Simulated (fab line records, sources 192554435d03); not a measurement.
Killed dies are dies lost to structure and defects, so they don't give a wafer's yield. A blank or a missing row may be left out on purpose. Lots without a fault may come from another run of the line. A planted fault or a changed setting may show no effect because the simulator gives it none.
Chamber matching | flow n5_finfet | N5_BEOL_M0_ALD_136 on ald_metal-04: 4 sister chambers
The step deposits TaN, pulse time 2 s, purge time 3 s, co reactant purge time 2 s. 8 wafers are shown with their chamber, then 7 later ones without.

WAFERS WITH THEIR CHAMBER
wafer  | chamber | heater_power_w (W)
L078.5 | 0       | 436
L085.5 | 3       | 398
L085.6 | 2       | 425
L086.1 | 1       | 478
L086.2 | 0       | 443
L086.3 | 2       | 415
L088.2 | 1       | 489
L088.3 | 3       | 403

WAFERS WITHOUT THEIR CHAMBER
wafer  | heater_power_w (W)
L088.5 | 389
L091.2 | 393
L091.4 | 418
L091.5 | 487
L097.1 | 493
L097.2 | 400
L097.3 | 412

WHICH CHAMBER EACH WENT THROUGH
wafer  | from the rows above     | in truth
L088.5 | 3                       | 3
L091.2 | 3                       | 3
L091.4 | 2                       | 2
L091.5 | 1                       | 1
L097.1 | 1                       | 1
L097.2 | 3                       | 3
L097.3 | can't be placed: 2 or 3 | 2
Placed correctly: 6 of 7. Can't be placed from these rows: 1 (the true chamber is among the candidates in 1). Placed wrongly: 0.
How it was worked out, from the rows above alone: a wafer's distance from a chamber is the root of the sum, over the readings, of the square of ((its reading less the chamber's mean) divided by the reading's scatter). The wafer belongs to the nearest chamber; if the next one is less than 2 further off, it can't be placed. A chamber's mean is the mean of its shown wafers. The scatter: the root of (the sum of the squares of (reading less its chamber's mean) over the shown wafers, divided by (wafers less chambers)).
